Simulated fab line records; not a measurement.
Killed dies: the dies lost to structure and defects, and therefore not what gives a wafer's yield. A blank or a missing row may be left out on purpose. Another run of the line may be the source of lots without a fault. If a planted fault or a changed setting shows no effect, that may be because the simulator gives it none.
Matching of chambers | flow n5Finfet | cmp-03 running N5_ILD0_CMP_03: 4 sister chambers
The step polishes, stops on SiNx, t overpolish 1.9 s, target thk 197.38 nm. 18 wafers are shown with their chamber, then 9 later ones without.

## EACH WAFER AND ITS CHAMBER
wafer  | chamber | motorCurrentA (A) | overpolishRunS (s) | slurryFilterDpKPa (kPa)
L075.1 | 0       | 12.0              | 1.910              | 13.82
L075.2 | 1       | 13.9              | 1.914              | 13.36
L075.5 | 3       | 12.4              | 1.902              | 13.68
L078.1 | 2       | 11.4              | 1.906              | 13.66
L078.2 | 1       | 13.9              | 1.905              | 13.71
L078.5 | 2       | 10.6              | 1.900              | 13.61
L084.1 | 0       | 12.6              | 1.892              | 13.70
L084.3 | 3       | 12.9              | 1.895              | 13.58
L084.6 | 2       | 10.8              | 1.889              | 13.40
L086.4 | 0       | 12.1              | 1.888              | 13.58
L086.5 | 0       | 12.5              | 1.896              | 13.67
L086.6 | 1       | 14.3              | 1.896              | 13.50
L089.1 | 3       | 13.3              | 1.897              | 13.64
L089.5 | 2       | 10.6              | 1.897              | 13.42
L089.6 | 1       | 13.8              | 1.917              | 13.46
L091.2 | 2       | 11.0              | 1.881              | 13.55
L091.3 | 0       | 11.4              | 1.896              | 13.25
L091.6 | 2       | 10.6              | 1.892              | 13.41

SIGNATURES (averages over the wafers above)
reading           | chamber 0 | chamber 1 | chamber 2 | chamber 3 | scatter within a chamber
motorCurrentA     | 12.120    | 13.975    | 10.833    | 12.867    | 0.376
overpolishRunS    | 1.89640   | 1.90800   | 1.89417   | 1.89800   | 0.00827
slurryFilterDpKPa | 13.6040   | 13.5075   | 13.5083   | 13.6333   | 0.151
Rule: a wafer lies at a distance from a chamber equal to the root of the sum of squares, over the readings, of (its reading less the chamber's mean, divided by the reading's scatter). If the next closest chamber is less than 2 further off than the closest, the wafer can't be placed; otherwise it belongs to the closest. How the scatter is found: for the shown wafers, subtract from each reading the mean of its chamber, square and add these, divide the total by (wafers less chambers), then take the root.

## WAFERS WITHOUT THEIR CHAMBER
wafer  | motorCurrentA (A) | overpolishRunS (s) | slurryFilterDpKPa (kPa)
L094.1 | 11.7              | 1.896              | 13.41
L094.2 | 13.6              | 1.890              | 13.48
L094.6 | 11.9              | 1.908              | 13.52
L095.2 | 12.9              | 1.899              | 13.43
L095.3 | 10.9              | 1.907              | 13.68
L095.5 | 13.5              | 1.888              | 13.60
L096.1 | 14.4              | 1.912              | 13.71
L096.2 | 10.8              | 1.894              | 13.47
L096.4 | 12.9              | 1.888              | 13.63

## CHAMBER TAKEN BY EACH
wafer  | from the rows above          | in truth
L094.1 | can't be placed: 0 or 2 or 3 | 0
L094.2 | can't be placed: 1 or 3 or 0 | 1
L094.6 | can't be placed: 0 or 3 or 2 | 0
L095.2 | can't be placed: 3 or 0 or 1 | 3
L095.3 | can't be placed: 2 or 0      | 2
L095.5 | can't be placed: 3 or 1 or 0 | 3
L096.1 | 1                            | 1
L096.2 | 2                            | 2
L096.4 | can't be placed: 3 or 0      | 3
2 of 9 placed correctly. From these rows, 7 cannot be placed; in 7 the true chamber is one of the candidates. Placed wrongly: 0.
